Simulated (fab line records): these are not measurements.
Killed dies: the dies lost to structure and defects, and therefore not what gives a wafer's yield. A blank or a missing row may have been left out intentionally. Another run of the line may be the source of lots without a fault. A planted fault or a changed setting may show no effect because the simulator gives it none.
Split-lot experiment / flow n5Finfet / 21 wafers read from 7 lots, route of 1938 steps

== ON THE SPLIT ==
At N5_BEOL_M0_SAQP_ETCH_106 (etches SOC in N2/H2, stops on SiNx, target depth 150 nm), the setting targetDepthA was moved away from the recipe's 1500 angstrom on 7 of the 21 wafers read, by -6.5% to +11.5%. The other wafers ran this setting at the recipe's value.

The reading comes from the split's own step.

== THE READING ==
SOC_of_BEOL_M0_SAQP_COAT_105.thkNm (the simulator's own value, which no gauge read), in nm, at N5_BEOL_M0_SAQP_ETCH_106 (etches SOC in N2/H2, stops on SiNx, target depth 150 nm). There is no usual value for it anywhere in the file. Here, 14 wafers ran the recipe; their average is 24.8 nm with a standard deviation of 2.7 nm.

wafer=L074.2; tool, chamber at the split=rieDiel-04, 3; targetDepthA as run, angstrom=1402; against the recipe=-6.5%; SOC_of_BEOL_M0_SAQP_COAT_105.thkNm, nm=28.6; against lot-mates on the recipe=+3.2
wafer=L074.3; tool, chamber at the split=rieDiel-04, 0; targetDepthA as run, angstrom=1500; against the recipe=recipe; SOC_of_BEOL_M0_SAQP_COAT_105.thkNm, nm=25.4; against lot-mates on the recipe=-
wafer=L074.4; tool, chamber at the split=rieDiel-04, 1; targetDepthA as run, angstrom=1402; against the recipe=-6.5%; SOC_of_BEOL_M0_SAQP_COAT_105.thkNm, nm=33; against lot-mates on the recipe=+7.6
wafer=L085.2; tool, chamber at the split=rieDiel-04, 2; targetDepthA as run, angstrom=1500; against the recipe=recipe; SOC_of_BEOL_M0_SAQP_COAT_105.thkNm, nm=26.8; against lot-mates on the recipe=-
wafer=L085.3; tool, chamber at the split=rieDiel-04, 0; targetDepthA as run, angstrom=1625; against the recipe=+8.3%; SOC_of_BEOL_M0_SAQP_COAT_105.thkNm, nm=18.8; against lot-mates on the recipe=-7.4
wafer=L085.4; tool, chamber at the split=rieDiel-04, 3; targetDepthA as run, angstrom=1500; against the recipe=recipe; SOC_of_BEOL_M0_SAQP_COAT_105.thkNm, nm=25.6; against lot-mates on the recipe=-
wafer=L086.1; tool, chamber at the split=rieDiel-06, 1; targetDepthA as run, angstrom=1500; against the recipe=recipe; SOC_of_BEOL_M0_SAQP_COAT_105.thkNm, nm=20.8; against lot-mates on the recipe=-
wafer=L086.4; tool, chamber at the split=rieDiel-06, 0; targetDepthA as run, angstrom=1580; against the recipe=+5.3%; SOC_of_BEOL_M0_SAQP_COAT_105.thkNm, nm=16.8; against lot-mates on the recipe=-3.9
wafer=L086.6; tool, chamber at the split=rieDiel-06, 1; targetDepthA as run, angstrom=1500; against the recipe=recipe; SOC_of_BEOL_M0_SAQP_COAT_105.thkNm, nm=20.6; against lot-mates on the recipe=-
wafer=L088.3; tool, chamber at the split=rieDiel-04, 1; targetDepthA as run, angstrom=1500; against the recipe=recipe; SOC_of_BEOL_M0_SAQP_COAT_105.thkNm, nm=28.8; against lot-mates on the recipe=-
wafer=L088.4; tool, chamber at the split=rieDiel-04, 2; targetDepthA as run, angstrom=1500; against the recipe=recipe; SOC_of_BEOL_M0_SAQP_COAT_105.thkNm, nm=26.4; against lot-mates on the recipe=-
wafer=L088.5; tool, chamber at the split=rieDiel-04, 2; targetDepthA as run, angstrom=1672; against the recipe=+11.5%; SOC_of_BEOL_M0_SAQP_COAT_105.thkNm, nm=18.6; against lot-mates on the recipe=-9.0
wafer=L091.1; tool, chamber at the split=rieDiel-02, 1; targetDepthA as run, angstrom=1500; against the recipe=recipe; SOC_of_BEOL_M0_SAQP_COAT_105.thkNm, nm=24.8; against lot-mates on the recipe=-
wafer=L091.4; tool, chamber at the split=rieDiel-02, 0; targetDepthA as run, angstrom=1500; against the recipe=recipe; SOC_of_BEOL_M0_SAQP_COAT_105.thkNm, nm=26.2; against lot-mates on the recipe=-
wafer=L091.5; tool, chamber at the split=rieDiel-02, 2; targetDepthA as run, angstrom=1500; against the recipe=recipe; SOC_of_BEOL_M0_SAQP_COAT_105.thkNm, nm=22; against lot-mates on the recipe=-
wafer=L092.3; tool, chamber at the split=rieDiel-04, 0; targetDepthA as run, angstrom=1412; against the recipe=-5.9%; SOC_of_BEOL_M0_SAQP_COAT_105.thkNm, nm=30.4; against lot-mates on the recipe=+0.8
wafer=L092.5; tool, chamber at the split=rieDiel-04, 0; targetDepthA as run, angstrom=1412; against the recipe=-5.9%; SOC_of_BEOL_M0_SAQP_COAT_105.thkNm, nm=30.6; against lot-mates on the recipe=+1.0
wafer=L092.6; tool, chamber at the split=rieDiel-04, 1; targetDepthA as run, angstrom=1500; against the recipe=recipe; SOC_of_BEOL_M0_SAQP_COAT_105.thkNm, nm=29.6; against lot-mates on the recipe=-
wafer=L095.2; tool, chamber at the split=rieDiel-02, 2; targetDepthA as run, angstrom=1500; against the recipe=recipe; SOC_of_BEOL_M0_SAQP_COAT_105.thkNm, nm=21.4; against lot-mates on the recipe=-
wafer=L095.3; tool, chamber at the split=rieDiel-02, 1; targetDepthA as run, angstrom=1500; against the recipe=recipe; SOC_of_BEOL_M0_SAQP_COAT_105.thkNm, nm=24.6; against lot-mates on the recipe=-
wafer=L095.5; tool, chamber at the split=rieDiel-02, 1; targetDepthA as run, angstrom=1500; against the recipe=recipe; SOC_of_BEOL_M0_SAQP_COAT_105.thkNm, nm=24.4; against lot-mates on the recipe=-

FIT RESULTS
A straight line over all 21 wafers: SOC_of_BEOL_M0_SAQP_COAT_105.thkNm changes by -0.806 nm for each +1% of targetDepthA; r = -0.80; the points scatter about the line by 2.7 nm.
The same after taking each lot's own level away (the mean of its wafers on the recipe; 21 wafers): -0.695 nm for each +1%; r = -0.88; scatter 1.6 nm.
The reading moves by 8 nm for the largest change in targetDepthA, on that fit.
Across the lots, their own levels run from 20.70 to 29.60 nm, a range of 3.3 times the standard deviation given above.
So the slope is not independent of the lot-to-lot level: the two fits are not the same.
Check: for one of the wafers moved furthest among these (+11.5%), held out of the fit, the line's prediction against its lot-mates is -7.9 nm. It came out at -9 nm against them.

== THESE WAFERS: OTHER SPLITS ==
Note: prior to the reading, these wafers also went through further splits. Each is held against what the fit with the lots' levels taken away leaves over:
other split on the same wafers=N5_MOL_CONTACT_COAG_ETCH_110 biasW; wafers away from the commonest value=6; r with SOC_of_BEOL_M0_SAQP_COAT_105.thkNm (lot level and that fit taken away)=-0.22
other split on the same wafers=N5_MOL_CONTACT_COAG_VIA_ETCH_46 biasW; wafers away from the commonest value=7; r with SOC_of_BEOL_M0_SAQP_COAT_105.thkNm (lot level and that fit taken away)=-0.08
other split on the same wafers=N5_MOL_CONTACT_COAG_CVD_140 targetThkA; wafers away from the commonest value=6; r with SOC_of_BEOL_M0_SAQP_COAT_105.thkNm (lot level and that fit taken away)=-0.07
other split on the same wafers=N5_BEOL_M0_SAQP_PECVD_96 timeS; wafers away from the commonest value=9; r with SOC_of_BEOL_M0_SAQP_COAT_105.thkNm (lot level and that fit taken away)=-0.09

== THE FILE'S OWN FIT ==
SOC_of_BEOL_M0_SAQP_COAT_105.thkNm changes by -0.738 nm for each +1% of targetDepthA, r = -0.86.
